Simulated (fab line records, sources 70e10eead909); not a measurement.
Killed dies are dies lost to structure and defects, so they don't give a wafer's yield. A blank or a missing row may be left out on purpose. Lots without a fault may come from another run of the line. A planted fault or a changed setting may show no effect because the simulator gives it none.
Which tool did it? | flow nand_harc | 6 lots, 18 wafers sampled, at 4 steps of a route of 1302

WHAT THE GAUGES READ, wafer by wafer
NHARC_P_M2_THK_MEAS_24: measures by xrf.
lot  | measured     | on            | thk_nm (nm)
L730 | day 7 08:59  | film_metro-02 | 143.0 145.0 145.2
L735 | day 9 17:37  | film_metro-01 | 144.9 147.0 145.9
L738 | day 11 00:24 | film_metro-02 | 146.2 143.0 144.8
L746 | day 13 23:12 | film_metro-01 | 144.6 143.6 143.3
L748 | day 15 01:38 | film_metro-01 | 142.2 145.2 143.2
L750 | day 15 18:56 | film_metro-01 | 144.7 142.7 143.1

WHICH TOOL RAN EACH LOT (tool, then ch and the chambers of the sampled wafers, then the start)
lot  | NHARC_P_M2_ETCH_15                            | NHARC_P_M2_ECD_22              | NHARC_P_M2_CMP_23
L730 | rie_diel-12 ch 0,2,3, day 7 07:57 or earlier  | ecd_cu-02 ch 0,1, day 7 07:57  | cmp-03 ch 0,1,2, day 7 08:40
L735 | rie_diel-03 ch 0,1,2, day 9 16:35 or earlier  | ecd_cu-02 ch 0,1, day 9 16:35  | cmp-03 ch 0,1,2, day 9 17:20
L738 | rie_diel-12 ch 0,1,2, day 10 23:22 or earlier | ecd_cu-02 ch 0,1, day 10 23:22 | cmp-02 ch 0,2,3, day 11 00:09
L746 | rie_diel-12 ch 0,1,2, day 13 22:10 or earlier | ecd_cu-01 ch 0,1, day 13 22:10 | cmp-02 ch 0,2,3, day 13 22:57
L748 | rie_diel-03 ch 0,2,3, day 15 00:31 or earlier | ecd_cu-02 ch 0,1, day 15 00:31 | cmp-04 ch 1,2,3, day 15 01:20
L750 | rie_diel-03 ch 0,2, day 15 17:53 or earlier   | ecd_cu-01 ch 1, day 15 17:53   | cmp-03 ch 2,3, day 15 18:40
- NHARC_P_M2_ETCH_15: etches the open film in C4F8/Ar, target depth 182.5 nm, time 91.2 s.
- NHARC_P_M2_ECD_22: material Cu, target thk 400 nm.
- NHARC_P_M2_CMP_23: polishes, t overpolish 20 s, target thk 144.3 nm.

THE ANSWER, worked out from the rows above alone
Rule: what is usual is taken from the lots themselves. Put in order of their means at a reading, lots are off if they are a third of the lots or fewer, leave a main group of 4 or more, and stand apart from it by a gap of 3 or more times the standard deviation of the main group's means; of several such gaps the widest counts. A main group whose means are all the same, to the digits that the tables above print for the reading, isn't used. A lot without any number at a reading at which 4 lots or more have one is off too. The other lots that the step has rows for count as sound.
No lot is off at any reading shown: from this, nothing can be told.

WHAT THE SIMULATOR HAD PUT IN
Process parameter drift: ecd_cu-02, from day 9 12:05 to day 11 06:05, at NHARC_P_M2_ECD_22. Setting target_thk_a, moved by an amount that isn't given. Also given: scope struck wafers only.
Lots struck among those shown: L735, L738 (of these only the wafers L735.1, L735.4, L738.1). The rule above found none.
